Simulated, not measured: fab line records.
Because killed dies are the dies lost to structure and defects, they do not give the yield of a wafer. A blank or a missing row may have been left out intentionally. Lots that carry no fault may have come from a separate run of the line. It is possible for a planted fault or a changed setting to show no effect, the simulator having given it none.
fab line records || flow n5_finfet
record {"lots": 4, "wafers": 12, "last_day": 15}
route steps=1938 shown BEOL_M15@1776 PASSIVATION@1936
lots untouched by any fault: they come from a run of this same line in which no faults occurred
start_h: the number of hours between the record's first day and the start of the first shown wafer of the lot || wait_h: time in hours since the lot's previous step || " as in the row above || L1.1+2: a row that stands for several wafers || - no value present, or no start provided || * or withheld: withheld || < > ~ a bound
route shown NAME@n: names a module that has steps shown in the file, with the first one's number in the route || usual: mean/standard deviation of fault-free wafers || same: alike in all rows || chamber/n: place in a boat || sites: readings site by site || _std_site: the standard deviation of these || _edge_site: outer sites' mean less inner sites' || radius_mm: for every site, how far away it sits from the centre of the wafer || mask NAME#n: copy n || behind: the tool/chamber that last shaped the wafer || hold: reason for holding the lot/hours on hold/outcome of the hold || device: whichever transistor did not switch (one of n, p or np) || end of line: the route-end tests of the same wafers || step lacking rows: just its recipe || killed: dies lost to structure and defects at the first sort, not the wafer's yield || map: a wafer's dies, x killed, . not, _ none there
set.NAME: the setting the step ran with; set.NAME@STEP: the setting that earlier step ran with || model.NAME: the simulator's own value behind a step, which no gauge read
lots at selected steps of the route; one table per step, one row per wafer
services: the hour from which a tool's chamber was out of use, counted from the record's first day as start_h (under 0 if before that day), plus the number of hours and why
## steps
# step N5_BEOL_M15_COAT_04
# recipe {"spin_rpm": 1704, "resist_thk_nm": 800}
# step N5_BEOL_M15_EBR_06
# recipe {"solvent": "PGMEA", "ebr_width_mm": 1.5}
# step N5_BEOL_M15_SOFTBAKE_05
# recipe {"temp_c": 130, "time_s": 60}
# step N5_BEOL_M15_EXPOSE_07
# recipe {"mask_id": "V14", "na": 0.8, "source_shape": "annular", "sigma_inner": 0.5, "sigma_outer": 0.8, "polarization": "unpolarized", "attpsm_phase_deg": 180, "dose_mj": 41.25}
# step N5_BEOL_M15_PEB_08
# recipe {"peb_temp_c": 130, "peb_time_s": 90}
# step N5_BEOL_M15_DEVELOP_09
# recipe {"develop_time_s": 45, "rinse_liquid": "diw", "dry": "air_spin", "dev_temp_c": 21}
# step N5_BEOL_M15_HARDBAKE_14
# recipe {"temp_c": 130, "time_s": 120}
# step N5_BEOL_M15_DESCUM_15
# recipe {"chemistry": "O2", "time_s": 7.9, "source_power_w": 50, "bias_power_w": 20, "pressure_mtorr": 20, "rf_frequency_hz": 2.712e+07, "temp_c": 40, "o2_flow_sccm": 225}
# step N5_BEOL_M15_ETCH_59
# recipe {"chemistry": "N2/H2", "target": "BARC", "target_depth_a": 890, "overetch_a": 267, "time_s": 67.9, "ion_energy_ev": 200, "pressure_mtorr": 30, "source_w": 840, "bias_w": 150, "n2_flow_sccm": 200, "h2_flow_sccm": 200}
# step N5_BEOL_M15_VIA_ETCH_16
# recipe {"chemistry": "C4F8/O2/Ar", "target": "SiO2", "he_inner_torr": 15, "he_outer_torr": 30, "target_depth_a": 17922, "time_s": "withheld", "ion_energy_ev": 800, "pressure_mtorr": 20, "source_w": 1905, "bias_w": 2040, "Ar_flow_sccm": 400, "C4F8_flow_sccm": 16, "O2_flow_sccm": 12, "ends": "cleared"}
# usual {"drypump_motor_current_A": "5.7/0.41", "oes_product_au": "0.68/0.084", "rf_vpp_V": "2211/32", "showerhead_plenum_p_Torr": "3.42/0.094", "throttle_valve_pct": "30.94/0.27"}
{"lot.wafer": "L734.2", "tool": "rie_diel-01", "chamber": 2, "start_h": 278.48, "wait_h": 0.0, "drypump_motor_current_A": 6.3, "oes_product_au": 0.64, "rf_vpp_V": 2174, "showerhead_plenum_p_Torr": 3.41, "throttle_valve_pct": 30.96}
{"lot.wafer": "L734.4", "tool": "rie_diel-01", "chamber": 1, "start_h": 278.48, "wait_h": 0.0, "drypump_motor_current_A": 6.0, "oes_product_au": 0.76, "rf_vpp_V": 2251, "showerhead_plenum_p_Torr": 3.49, "throttle_valve_pct": 30.59}
{"lot.wafer": "L734.6", "tool": "rie_diel-01", "chamber": 2, "start_h": 278.48, "wait_h": 0.0, "drypump_motor_current_A": 6.3, "oes_product_au": 0.63, "rf_vpp_V": 2174, "showerhead_plenum_p_Torr": 3.41, "throttle_valve_pct": 30.95}
{"lot.wafer": "L743.2", "tool": "rie_diel-01", "chamber": 3, "start_h": 332.80, "wait_h": 0.0, "drypump_motor_current_A": 5.8, "oes_product_au": 0.61, "rf_vpp_V": 2207, "showerhead_plenum_p_Torr": 3.27, "throttle_valve_pct": 30.72}
{"lot.wafer": "L743.4", "tool": "rie_diel-01", "chamber": 1, "start_h": 332.80, "wait_h": 0.0, "drypump_motor_current_A": 6.0, "oes_product_au": 0.74, "rf_vpp_V": 2250, "showerhead_plenum_p_Torr": 3.48, "throttle_valve_pct": 30.63}
{"lot.wafer": "L743.6", "tool": "rie_diel-01", "chamber": 3, "start_h": 332.80, "wait_h": 0.0, "drypump_motor_current_A": 5.8, "oes_product_au": 0.61, "rf_vpp_V": 2209, "showerhead_plenum_p_Torr": 3.27, "throttle_valve_pct": 30.71}
{"lot.wafer": "L745.1", "tool": "rie_diel-04", "chamber": 0, "start_h": 335.99, "wait_h": 0.0, "drypump_motor_current_A": 4.7, "oes_product_au": 0.60, "rf_vpp_V": 2234, "showerhead_plenum_p_Torr": 3.27, "throttle_valve_pct": 31.20}
{"lot.wafer": "L745.3", "tool": "rie_diel-04", "chamber": 2, "start_h": 335.99, "wait_h": 0.0, "drypump_motor_current_A": 5.8, "oes_product_au": 0.61, "rf_vpp_V": 2209, "showerhead_plenum_p_Torr": 3.51, "throttle_valve_pct": 30.46}
{"lot.wafer": "L745.4", "tool": "rie_diel-04", "chamber": 3, "start_h": 335.99, "wait_h": 0.0, "drypump_motor_current_A": 6.0, "oes_product_au": 0.87, "rf_vpp_V": 2238, "showerhead_plenum_p_Torr": 3.38, "throttle_valve_pct": 31.18}
{"lot.wafer": "L744.2", "tool": "rie_diel-01", "chamber": 2, "start_h": 337.38, "wait_h": 0.0, "drypump_motor_current_A": 6.3, "oes_product_au": 0.62, "rf_vpp_V": 2173, "showerhead_plenum_p_Torr": 3.40, "throttle_valve_pct": 30.98}
{"lot.wafer": "L744.3", "tool": "rie_diel-01", "chamber": 1, "start_h": 337.38, "wait_h": 0.0, "drypump_motor_current_A": 6.0, "oes_product_au": 0.73, "rf_vpp_V": 2249, "showerhead_plenum_p_Torr": 3.47, "throttle_valve_pct": 30.61}
{"lot.wafer": "L744.4", "tool": "rie_diel-01", "chamber": 0, "start_h": 337.38, "wait_h": 0.0, "drypump_motor_current_A": 5.3, "oes_product_au": 0.81, "rf_vpp_V": 2160, "showerhead_plenum_p_Torr": 3.47, "throttle_valve_pct": 30.84}
# step N5_BEOL_M15_STRIP_63
# recipe {"chemistry": "O2", "power_w": 600, "temp_c": 60, "pressure_mtorr": 30, "rf_frequency_hz": 6e+07, "bias_power_w": 0, "overash_fraction": 0.3, "o2_flow_sccm": 225}
# step N5_BEOL_M15_STRIP_64
# recipe {"chemistry": "O2", "power_w": 600, "temp_c": 60, "pressure_mtorr": 30, "rf_frequency_hz": 6e+07, "bias_power_w": 0, "overash_fraction": 0.3, "o2_flow_sccm": 225}
# step N5_BEOL_M15_STRIP_65
# recipe {"chemistry": "post_etch_residue_remover", "time_s": 60, "temp_c": 25, "remover_ph": "withheld", "remover_water_wt_pct": "withheld", "remover_fluoride_wt_pct": "withheld"}
# step N5_BEOL_M15_SRD_66
# recipe {"time_s": 30, "temp_c": 23, "rinse_liquid": "diw", "dry": "n2_spin", "spin_rpm": 1500, "dry_time_s": 30}
# step N5_BEOL_M15_COAT_56
# recipe {"resist": "SOC", "temp_c": 250, "time_s": 60, "spin_rpm": 1500, "resist_thk_nm": 550}
# step N5_BEOL_M15_ETCH_57
# recipe {"chemistry": "N2/H2", "target": "SOC", "source_w": 3000, "bias_w": 350, "time_s": 750, "ion_energy_ev": 200, "pressure_mtorr": 30, "n2_flow_sccm": 200, "h2_flow_sccm": 200}
# step N5_BEOL_M15_COAT_60
# recipe {"resist": "BARC", "temp_c": 205, "time_s": 60, "spin_rpm": 1500, "resist_thk_nm": 89}
# step N5_BEOL_M15_COAT_22
# recipe {"spin_rpm": 1704, "resist_thk_nm": 800}
# step N5_BEOL_M15_EBR_24
# recipe {"solvent": "PGMEA", "ebr_width_mm": 1.5}
# step N5_BEOL_M15_SOFTBAKE_23
# recipe {"temp_c": 130, "time_s": 60}
# step N5_BEOL_M15_EXPOSE_25
# recipe {"mask_id": "M15", "na": 0.8, "source_shape": "annular", "sigma_inner": 0.5, "sigma_outer": 0.8, "polarization": "unpolarized", "target_cd_nm": 400, "dose_mj": 35.5}
# step N5_BEOL_M15_PEB_26
# recipe {"peb_temp_c": 130, "peb_time_s": 90}
# step N5_BEOL_M15_DEVELOP_27
# recipe {"develop_time_s": 45, "rinse_liquid": "diw", "dry": "air_spin", "dev_temp_c": 21}
# step N5_BEOL_M15_HARDBAKE_32
# recipe {"temp_c": 130, "time_s": 120}
# step N5_BEOL_M15_INSPECT_30
# recipe {"mode": "adi", "inspect_instrument": "macro"}
# usual {"raw_defect_count": "2.2/1.5"}
{"lot.wafer": "L734.2", "tool": "defect_inspect-01", "chamber": "-", "start_h": 279.95, "wait_h": 0.0, "raw_defect_count": 2}
{"lot.wafer": "L734.4", "tool": "defect_inspect-01", "chamber": "-", "start_h": 279.95, "wait_h": 0.0, "raw_defect_count": 1}
{"lot.wafer": "L734.6", "tool": "defect_inspect-01", "chamber": "-", "start_h": 279.95, "wait_h": 0.0, "raw_defect_count": 2}
{"lot.wafer": "L743.2", "tool": "defect_inspect-02", "chamber": "-", "start_h": 334.35, "wait_h": 0.0, "raw_defect_count": ">300"}
{"lot.wafer": "L743.4", "tool": "defect_inspect-02", "chamber": "-", "start_h": 334.35, "wait_h": 0.0, "raw_defect_count": ">300"}
{"lot.wafer": "L743.6", "tool": "defect_inspect-02", "chamber": "-", "start_h": 334.35, "wait_h": 0.0, "raw_defect_count": ">300"}
{"lot.wafer": "L745.1", "tool": "defect_inspect-01", "chamber": "-", "start_h": 337.49, "wait_h": 0.0, "raw_defect_count": 2}
{"lot.wafer": "L745.3", "tool": "defect_inspect-01", "chamber": "-", "start_h": 337.49, "wait_h": 0.0, "raw_defect_count": 0}
{"lot.wafer": "L745.4", "tool": "defect_inspect-01", "chamber": "-", "start_h": 337.49, "wait_h": 0.0, "raw_defect_count": 1}
{"lot.wafer": "L744.2", "tool": "defect_inspect-01", "chamber": "-", "start_h": 338.72, "wait_h": 0.0, "raw_defect_count": ">300"}
{"lot.wafer": "L744.3", "tool": "defect_inspect-01", "chamber": "-", "start_h": 338.72, "wait_h": 0.0, "raw_defect_count": ">300"}
{"lot.wafer": "L744.4", "tool": "defect_inspect-01", "chamber": "-", "start_h": 338.72, "wait_h": 0.0, "raw_defect_count": ">300"}
# step N5_BEOL_M15_DESCUM_33
# recipe {"chemistry": "O2", "time_s": 7.9, "source_power_w": 50, "bias_power_w": 20, "pressure_mtorr": 20, "rf_frequency_hz": 2.712e+07, "temp_c": 40, "o2_flow_sccm": 225}
# step N5_PASSIVATION_PROBE_49
# usual {"defect_limited_yield": "90.9/1.5", "killed_at_M0_to_M3": "36/9.9", "killed_at_M4_up": "13/4.5", "killed_at_contacts": "13/6.4", "killed_at_front_end": "42/12", "killed_at_other": "3.4/3", "killed_dies": "107/18", "killed_on_rim": "14/4.3", "killed_open": "69/13", "killed_short": "35/8.2", "sort_bin_5_function": "5.3/1.1", "sort_bin_6_memory": "3.4/0.69", "sort_n_pass": "1073/18", "sort_yield_pct": "90.9/1.5"}
# same {"gross_dies": 1180, "killed_at_back_side": 0, "sort_bin_4_leakage[%]": 0, "sort_bin_8_speed[%]": 0}
{"lot.wafer": "L734.2", "tool": "prober-01", "chamber": "-", "start_h": 298.77, "wait_h": 0.1, "defect_limited_yield[%]": 91.2, "killed_at_M0_to_M3": 35, "killed_at_M4_up": 10, "killed_at_contacts": 14, "killed_at_front_end": 43, "killed_at_other": 2, "killed_dies": 104, "killed_on_rim": 16, "killed_open": 69, "killed_short": 34, "sort_bin_5_function[%]": 5.6, "sort_bin_6_memory[%]": 3.0, "sort_n_pass": 1076, "sort_yield_pct[%]": 91.2}
{"lot.wafer": "L734.4", "tool": "prober-01", "chamber": "-", "start_h": 298.87, "wait_h": 0.2, "defect_limited_yield[%]": 91.2, "killed_at_M0_to_M3": 38, "killed_at_M4_up": 7, "killed_at_contacts": 10, "killed_at_front_end": 49, "killed_at_other": 0, "killed_dies": 104, "killed_on_rim": 8, "killed_open": 67, "killed_short": 35, "sort_bin_5_function[%]": 5.1, "sort_bin_6_memory[%]": 3.3, "sort_n_pass": 1076, "sort_yield_pct[%]": 91.2}
{"lot.wafer": "L734.6", "tool": "prober-01", "chamber": "-", "start_h": 298.97, "wait_h": 0.3, "defect_limited_yield[%]": 89.2, "killed_at_M0_to_M3": 33, "killed_at_M4_up": 10, "killed_at_contacts": 12, "killed_at_front_end": 71, "killed_at_other": 1, "killed_dies": 127, "killed_on_rim": 21, "killed_open": 87, "killed_short": 29, "sort_bin_5_function[%]": 5.0, "sort_bin_6_memory[%]": 4.6, "sort_n_pass": 1053, "sort_yield_pct[%]": 89.2}
{"lot.wafer": "L743.2", "tool": "prober-01", "chamber": "-", "start_h": 352.13, "wait_h": 0.1, "defect_limited_yield[%]": 85.9, "killed_at_M0_to_M3": 35, "killed_at_M4_up": 87, "killed_at_contacts": 9, "killed_at_front_end": 30, "killed_at_other": 5, "killed_dies": 166, "killed_on_rim": 31, "killed_open": 67, "killed_short": 25, "sort_bin_5_function[%]": 8.4, "sort_bin_6_memory[%]": 3.6, "sort_n_pass": 1014, "sort_yield_pct[%]": 85.9}
{"lot.wafer": "L743.4", "tool": "prober-01", "chamber": "-", "start_h": 352.23, "wait_h": 0.2, "defect_limited_yield[%]": 83.4, "killed_at_M0_to_M3": 50, "killed_at_M4_up": 102, "killed_at_contacts": 9, "killed_at_front_end": 34, "killed_at_other": 1, "killed_dies": 196, "killed_on_rim": 27, "killed_open": 63, "killed_short": 41, "sort_bin_5_function[%]": 9.9, "sort_bin_6_memory[%]": 3.6, "sort_n_pass": 984, "sort_yield_pct[%]": 83.4}
{"lot.wafer": "L743.6", "tool": "prober-01", "chamber": "-", "start_h": 352.33, "wait_h": 0.3, "defect_limited_yield[%]": 87.5, "killed_at_M0_to_M3": 24, "killed_at_M4_up": 72, "killed_at_contacts": 8, "killed_at_front_end": 40, "killed_at_other": 3, "killed_dies": 147, "killed_on_rim": 27, "killed_open": 57, "killed_short": 26, "sort_bin_5_function[%]": 6.9, "sort_bin_6_memory[%]": 3.5, "sort_n_pass": 1033, "sort_yield_pct[%]": 87.5}
{"lot.wafer": "L745.1", "tool": "prober-01", "chamber": "-", "start_h": 354.01, "wait_h": 0.0, "defect_limited_yield[%]": 88.4, "killed_at_M0_to_M3": 40, "killed_at_M4_up": 14, "killed_at_contacts": 23, "killed_at_front_end": 58, "killed_at_other": 2, "killed_dies": 137, "killed_on_rim": 16, "killed_open": 102, "killed_short": 34, "sort_bin_5_function[%]": 7.6, "sort_bin_6_memory[%]": 3.9, "sort_n_pass": 1043, "sort_yield_pct[%]": 88.4}
{"lot.wafer": "L745.3", "tool": "prober-01", "chamber": "-", "start_h": 354.11, "wait_h": 0.1, "defect_limited_yield[%]": 90.0, "killed_at_M0_to_M3": 34, "killed_at_M4_up": 5, "killed_at_contacts": 26, "killed_at_front_end": 47, "killed_at_other": 6, "killed_dies": 118, "killed_on_rim": 16, "killed_open": 79, "killed_short": 39, "sort_bin_5_function[%]": 6.4, "sort_bin_6_memory[%]": 3.3, "sort_n_pass": 1062, "sort_yield_pct[%]": 90.0}
{"lot.wafer": "L745.4", "tool": "prober-01", "chamber": "-", "start_h": 354.16, "wait_h": 0.2, "defect_limited_yield[%]": 89.7, "killed_at_M0_to_M3": 24, "killed_at_M4_up": 10, "killed_at_contacts": 30, "killed_at_front_end": 53, "killed_at_other": 4, "killed_dies": 121, "killed_on_rim": 24, "killed_open": 87, "killed_short": 29, "sort_bin_5_function[%]": 5.8, "sort_bin_6_memory[%]": 3.6, "sort_n_pass": 1059, "sort_yield_pct[%]": 89.7}
{"lot.wafer": "L744.2", "tool": "prober-02", "chamber": "-", "start_h": 356.03, "wait_h": 0.1, "defect_limited_yield[%]": 81.4, "killed_at_M0_to_M3": 52, "killed_at_M4_up": 115, "killed_at_contacts": 21, "killed_at_front_end": 29, "killed_at_other": 2, "killed_dies": 219, "killed_on_rim": 39, "killed_open": 73, "killed_short": 41, "sort_bin_5_function[%]": 11.0, "sort_bin_6_memory[%]": 4.4, "sort_n_pass": 961, "sort_yield_pct[%]": 81.4}
{"lot.wafer": "L744.3", "tool": "prober-02", "chamber": "-", "start_h": 356.08, "wait_h": 0.1, "defect_limited_yield[%]": 83.2, "killed_at_M0_to_M3": 28, "killed_at_M4_up": 100, "killed_at_contacts": 20, "killed_at_front_end": 44, "killed_at_other": 6, "killed_dies": 198, "killed_on_rim": 31, "killed_open": 78, "killed_short": 28, "sort_bin_5_function[%]": 10.2, "sort_bin_6_memory[%]": 4.0, "sort_n_pass": 982, "sort_yield_pct[%]": 83.2}
{"lot.wafer": "L744.4", "tool": "prober-02", "chamber": "-", "start_h": 356.13, "wait_h": 0.2, "defect_limited_yield[%]": 82.8, "killed_at_M0_to_M3": 38, "killed_at_M4_up": 121, "killed_at_contacts": 11, "killed_at_front_end": 32, "killed_at_other": 1, "killed_dies": 203, "killed_on_rim": 28, "killed_open": 60, "killed_short": 32, "sort_bin_5_function[%]": 10.8, "sort_bin_6_memory[%]": 2.9, "sort_n_pass": 977, "sort_yield_pct[%]": 82.8}
# killed by level:class
L734.2 FIN_SAQP:geometric_particle:open=12 BEOL_M3:geometric_particle:open=9 MOL_CONTACT_COAG:geometric_particle:short=7 STI_FIN_REVEAL:geometric_particle:open=7 MOL_CONTACT_COAG:geometric_particle:open=7 BEOL_M0_SAQP:geometric_particle:open=7 DUMMY_GATE:geometric_particle:open=6 BEOL_M1:geometric_particle:open=6
L734.4 FIN_SAQP:geometric_particle:open=14 STI_FIN_REVEAL:geometric_particle:open=9 MOL_CONTACT_COAG:geometric_particle:open=9 BEOL_M0_SAQP:geometric_particle:open=8 BEOL_M2:geometric_particle:short=8 BEOL_M0_SAQP:geometric_particle:short=6 BEOL_M1:geometric_particle:open=6 FIN_SAQP:geometric_particle:short=5
L734.6 FIN_SAQP:geometric_particle:open=39 BEOL_M2:geometric_particle:short=11 MOL_CONTACT_COAG:geometric_particle:open=9 HKMG_FIN:area_etch=8 STI_FIN_REVEAL:geometric_particle:open=7 FIN_SAQP:geometric_particle:short=6 BEOL_M1:geometric_particle:open=5 BEOL_M0_SAQP:geometric_particle:short=4
L743.2 BEOL_M15:unspecified=73 MOL_CONTACT_COAG:geometric_particle:open=9 BEOL_M0_SAQP:geometric_particle:open=9 BEOL_M4:geometric_particle:open=8 BEOL_M2:geometric_particle:open=7 FIN_SAQP:geometric_particle:short=5 STI_FIN_REVEAL:geometric_particle:open=5 BEOL_M1:geometric_particle:open=5
L743.4 BEOL_M15:unspecified=90 BEOL_M0_SAQP:geometric_particle:short=17 BEOL_M0_SAQP:geometric_particle:open=14 GATE_CUT:geometric_particle:short=10 BEOL_M1:geometric_particle:open=9 STI_FIN_REVEAL:geometric_particle:open=7 MOL_CONTACT_COAG:geometric_particle:open=6 BEOL_M2:geometric_particle:open=6
L743.6 BEOL_M15:unspecified=63 STI_FIN_REVEAL:geometric_particle:open=17 BEOL_M0_SAQP:geometric_particle:short=9 MOL_CONTACT_COAG:geometric_particle:open=7 BEOL_M0_SAQP:geometric_particle:open=6 STI_FIN_REVEAL:geometric_particle:short=4 DUMMY_GATE:geometric_particle:open=4 GATE_CUT:geometric_particle:short=4
L745.1 FIN_SAQP:geometric_particle:open=29 MOL_CONTACT_COAG:geometric_particle:open=18 BEOL_M3:geometric_particle:open=10 BEOL_M0_SAQP:geometric_particle:short=9 BEOL_M1:geometric_particle:open=6 MOL_CONTACT_COAG:geometric_particle:short=5 BEOL_M0_SAQP:geometric_particle:open=5 BEOL_M4:geometric_particle:open=4
L745.3 MOL_CONTACT_COAG:geometric_particle:open=22 FIN_SAQP:geometric_particle:open=15 FIN_SAQP:geometric_particle:short=14 STI_FIN_REVEAL:geometric_particle:open=10 BEOL_M2:geometric_particle:open=9 BEOL_M0_SAQP:geometric_particle:short=9 BEOL_M1:geometric_particle:open=6 BEOL_M4:geometric_particle:open=4
L745.4 MOL_CONTACT_COAG:geometric_particle:open=26 FIN_SAQP:geometric_particle:short=10 BEOL_M3:geometric_particle:open=10 FIN_SAQP:geometric_particle:open=9 STI_FIN_REVEAL:geometric_particle:open=9 BEOL_M4:geometric_particle:open=5 STARTING-WAFER:geometric_particle:open=5 HKMG_FIN:area_etch=5
L744.2 BEOL_M15:unspecified=104 MOL_CONTACT_COAG:geometric_particle:open=12 BEOL_M3:geometric_particle:open=12 BEOL_M0_SAQP:geometric_particle:open=11 MOL_CONTACT_COAG:geometric_particle:short=9 STI_FIN_REVEAL:geometric_particle:open=8 BEOL_M1:geometric_particle:open=8 BEOL_M0_SAQP:geometric_particle:short=6
L744.3 BEOL_M15:unspecified=90 MOL_CONTACT_COAG:geometric_particle:open=18 FIN_SAQP:geometric_particle:open=17 BEOL_M3:geometric_particle:open=8 FIN_SAQP:geometric_particle:short=5 STI_FIN_REVEAL:geometric_particle:open=4 BEOL_M0_SAQP:geometric_particle:open=4 ILD0:geometric_particle:open=3
L744.4 BEOL_M15:unspecified=107 BEOL_M0_SAQP:geometric_particle:open=15 BEOL_M0_SAQP:geometric_particle:short=12 FIN_SAQP:geometric_particle:open=9 MOL_CONTACT_COAG:geometric_particle:open=7 BEOL_M4:geometric_particle:open=6 FIN_SAQP:geometric_particle:short=4 MOL_CONTACT_COAG:geometric_particle:short=4
# map L743.4 (x killed, . not)
_________________....x.......________________
______________...x...x...x......_____________
___________...x.....x......x.......__________
__________.................x..x....._________
________.......x..x..............x...._______
_______x...........x....x..............______
______.x......x..............x.......x.._____
_____.......................xx...........____
____.......x...x.x........x..........x....___
___.....x......x........................x..__
___.......x...............x.......x........__
__.............x.............x.........x...._
__......x.........x.......................x._
_.........................x.........x.......x
_...x.....x......x............x..............
_.x...x..............x.........x.....x..xxxx.
_.........................x..xx..x.......xx..
_.................x...x....x..xx..x..x.xx.xxx
_......x...............x.......x...x.xxxxxxxx
_..............x..x.................xxxxxxxxx
_................x...x.........xx...xxxxxxxxx
__............x.......x.........x..xxxxxxxxx_
__....x..........x....x...x........xxxxxxxxx_
___.................x.......xx....xxxxxxxxx__
___.........x.....................xxxxxxxxx__
____........xxxx................x..xxxxxxx___
_____..x................x........x.xxxxxx____
______.....x...x...........x.....xx..xxx_____
_______.......xx.....................x.______
________.......x..................x..._______
__________.........................._________
___________...xx.x.................__________
______________......x.....x....x_____________
_________________.........x..________________
# map L744.2 (x killed, . not)
_________________x.....x.....________________
______________..x.......x....x.._____________
___________......x.x..x............__________
__________x.x......................._________
________x.......xx...........x........_______
_______....x...................x..x....______
______................x................._____
_____.....................x...x....x.....____
____..x.x.x.....x...................x....x___
___x...x..x.x.........x.x..............x.x.__
___..........x.......................x.x...__
__xx......x........................x........_
__..................x..............x..x....._
_...................x..............x.........
_x...............................x.....x.....
_....x...................................x...
_............x.....x.........x....x..x.x...x.
_..x.x..............x..............x..xxx...x
_...xx.............x.......x.................
_..x..x.........x.x.x...x...x...............x
_...x........x......x.........x..........x...
__.........x..x....................x....x..._
__x.x...................x..................x_
___......x...x................xx...x...x...__
___...........x.x...x.............x........__
____....x........x.x...........x..x.......___
_____.x........x.x.x.xx............x.....____
______.........xxxxxxxxxxxxxx..........._____
_______..x..x..xxxxxxxxxxx..x....x.....______
________........xxxxxxxxxxxxx.......x._______
__________.x.xxxxxxxxxxxxxxxxx......_________
___________..xxxxxxxxxxxxxxxx....x.__________
______________xxxxxxxxxxxxxxx..._____________
_________________xxxxxxxxxxxx________________
## services
{"tool": "rie_diel-04", "chamber": 3, "start_h": 266.66, "hours": 7.7, "kind": "repair"}
{"tool": "rie_diel-04", "chamber": 3, "start_h": 288.44, "hours": "-", "kind": "clean"}
{"tool": "rie_diel-04", "chamber": 3, "start_h": 288.44, "hours": "-", "kind": "consumable_replace:focus_ring"}
{"tool": "rie_diel-04", "chamber": 3, "start_h": 288.44, "hours": 14.5, "kind": "scheduled_down"}
{"tool": "rie_diel-04", "chamber": 3, "start_h": 288.44, "hours": 14.5, "kind": "vent_cycle"}
{"tool": "rie_diel-01", "chamber": 3, "start_h": 312.30, "hours": 7.9, "kind": "repair"}
{"tool": "rie_diel-01", "chamber": 0, "start_h": 314.42, "hours": 5.3, "kind": "repair"}
{"tool": "rie_diel-01", "chamber": 0, "start_h": 332.02, "hours": 2.5, "kind": "repair"}
## key
first_sign {"step": "N5_BEOL_M15_INSPECT_30", "reading": "raw_defect_count", "direction": "up", "sigmas": "99+", "usual": 2.2, "struck": ">300"}
effect {"step": "N5_PASSIVATION_PROBE_49", "reading": "killed_at_M4_up", "direction": "up", "sigmas": 20, "usual": 13, "struck": 100}
more_kills_born_at {"N5_BEOL_M15_VIA_ETCH_16@rie_diel-01": 527}
met_at N5_BEOL_M15_VIA_ETCH_16
struck_wafers L743.2,L743.4,L743.6,L744.2,L744.3,L744.4
onset_between 278.48 332.80
fault {"kind": "chamber_particle_source", "tool": "rie_diel-01", "chamber": "-", "onset_h": 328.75, "steps": "N5_BEOL_M15_VIA_ETCH_16", "rate_per_visit_cm2": 1.6397, "end_h": 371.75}
